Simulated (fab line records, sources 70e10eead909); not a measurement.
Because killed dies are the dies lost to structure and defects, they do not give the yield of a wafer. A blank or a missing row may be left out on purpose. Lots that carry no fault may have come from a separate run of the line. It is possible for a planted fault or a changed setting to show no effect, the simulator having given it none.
One fault through the eyes of 2 desks ; flow nandHarc ; each desk holds nothing but its own numbers, with what lay behind them at the end

TOOL OWNER'S DESK, wetBench-03
The tool's own readings at NHARC_A_CHANNEL_HOLE_D2_PRECLEAN_29 (cleans in SC1): means of the sampled wafers that have a number, for each lot that ran on this tool. Marked OUT: a lot whose mean sits more than 4 standard deviations from the usual mean, which makes it out of limits; the brackets give that distance.
Columns: A = bathGuardTempC at NHARC_A_CHANNEL_HOLE_D2_PRECLEAN_29, usual 49.9 C; B = bathHeatDutyPct at NHARC_A_CHANNEL_HOLE_D2_PRECLEAN_29, usual 7.1 %
lot;first seen here;A;B
L608;day 14 16:23;49.9;7.3
L609;day 15 05:20;49.9;6.9
L614;day 16 17:47;50.0;8.3
L618;day 18 16:55;49.9;7.8
L619;day 18 22:37;49.7;6.1
L623;day 20 05:13;50.0;7.0
L624;day 20 17:37;49.7;7.3
This desk's verdict: no lot among the 7 shows anything out of limits.

THE DEFECT DESK
Per lot, the means of the sampled wafers with a number show what the inspections along the route counted. Marked OUT: a lot whose mean sits more than 4 standard deviations from the usual mean, which makes it out of limits; the brackets give that distance.
Columns: A = rawDefectCount at NHARC_A_CHANNEL_HOLE_D2_INSPECT_40, usual 261
lot;first seen here;A
L608;day 14 16:42;159
L611;day 15 02:03;365
L609;day 15 05:41;270
L612;day 15 23:29;312
L615;day 16 17:43;290
L614;day 16 18:07;353
L618;day 18 17:14;205
L619;day 18 22:56;294
L621;day 19 18:19;150
L620;day 19 22:29;375
L623;day 20 05:32;576 (+4.4) OUT
L624;day 20 17:58;484
Finding of this desk: L623 out of limits; the first was L623 at day 20 05:32, on rawDefectCount at NHARC_A_CHANNEL_HOLE_D2_INSPECT_40. L608, L611, L609, L612, L615, L614, L618, L619, L621, L620, L624 stayed within limits.

TAKEN TOGETHER
The defect desk could have raised an alarm at day 20 05:32, on L623.
The desk of the tool owner found nothing out of limits.
Tool owner's desk: L623 on record, inside its limits.
The lots listed all ran NHARC_A_CHANNEL_HOLE_D2_PRECLEAN_29 on wetBench-03.

WHAT WAS PUT IN BY THE SIMULATOR
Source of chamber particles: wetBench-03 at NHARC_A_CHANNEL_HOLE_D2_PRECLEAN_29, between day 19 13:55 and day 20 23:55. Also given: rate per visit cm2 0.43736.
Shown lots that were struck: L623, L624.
Hours from the fault's start to each desk's first reading out of limits: the defect desk, 16.
